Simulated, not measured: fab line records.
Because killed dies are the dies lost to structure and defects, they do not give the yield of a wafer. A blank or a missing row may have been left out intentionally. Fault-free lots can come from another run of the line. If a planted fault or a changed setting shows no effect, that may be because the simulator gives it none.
Comparing a struck lot with a sound one	flow nand-harc	15 out of 1159 route steps
Sound: these wafers, L227.1, L227.4, L227.6. Struck: wafers L215.1, L215.3, L215.4. The cause is given at the end.
Each step with rows lists, per side, the tool, then ch with its chambers, then its first start. Under that, the readings that differ: sound wafers	struck wafers	difference of the means	sigmas: that difference in standard deviations of wafers without a fault.
alike: words and numbers the same on both sides, and readings whose means are apart by under 2 such deviations; not compared: readings that were withheld, readings missing a value for some wafer, numbers with overlapping values and no deviation given by the record, and bounds like >300 which may hide the same value.
A row with sigmas, a row that says differs or no value, or rows on one side alone: a step with any of these is where the two part. Non-overlapping numbers with no deviation appear without sigmas and do not part them. Lack of a reading on every wafer of one side parts them only where that side has two or more wafers.

first, 9 steps without rows for these wafers: NHARC_P_ZERO_WELL_STRIP_15 (strips in SPM, time 900 s); NHARC_P_ZERO_WELL_DEHYDRATE_16 (time 120 s); NHARC_P_ZERO_WELL_HMDS_17 (time 30 s); NHARC_P_ZERO_WELL_COAT_18; NHARC_P_ZERO_WELL_SOFTBAKE_19 (time 95 s); NHARC_P_ZERO_WELL_EBR_20; NHARC_P_ZERO_WELL_EXPOSE_21 (exposes mask P NWELL, target cd 720 nm); NHARC_P_ZERO_WELL_PEB_22 (peb time 85 s); NHARC_P_ZERO_WELL_DEVELOP_23 (time 70 s).
NHARC_P_ZERO_WELL_CD_MEAS_24 targets a cd of 720 nm.
  sound on cd-sem-01 ch 0, day 6 02:22; struck on cd-sem-03 ch 0, day 3 02:36
  alike: cd-nm
then, 1 step without rows for these wafers: NHARC_P_ZERO_WELL_HARDBAKE_25 (time 80 s).
NHARC_P_ZERO_WELL_DESCUM_26: chemistry O2, time 3 s.
  sound on rie-diel-11 ch 0,1,2, day 6 02:33; struck on rie-diel-11 ch 0,1,2, day 3 02:46
  alike: chamber-pressure-mTorr, drypump-motor-current-A, oes-product-au, rf-vpp-V, showerhead-plenum-p-Torr, throttle-valve-pct
  not compared: rf-hours-counter-h
NHARC_P_ZERO_WELL_IMPLANT_27:
  struck on implanter-01, day 3 02:55; sound on implanter-01 ch 0, day 6 02:40
  no value came back on the struck wafers for beam-energy-keV, beam-on-s (s); on the sound wafers beam-energy-keV reads 600.00 599.74 599.74
after that, 1 step had no rows for these wafers: NHARC_P_ZERO_WELL_IMPLANT_57.
-- record jumps: 18 days between struck wafers' starts before vs after; left off in module P_ZERO_WELL, resumes in module END, first step shown is number 1159 of the route --
NHARC_END_SORT_01:
  sound on prober-01 ch 0, day 23 20:38; struck on prober-01 ch 0, day 21 01:35
reading	sound	struck	difference	sigmas
killed-at-periphery	4 0 0	647 643 647	+644	+99 or more
killed-dies	38 44 30	677 677 677	+640	+53
  alike: killed-at-array, killed-at-other, killed-open, killed-short

## WHERE THEY PART
Last at NHARC_END_SORT_01 as far as this record goes, first at NHARC_P_ZERO_WELL_IMPLANT_27.

WHY: what the simulator had put in
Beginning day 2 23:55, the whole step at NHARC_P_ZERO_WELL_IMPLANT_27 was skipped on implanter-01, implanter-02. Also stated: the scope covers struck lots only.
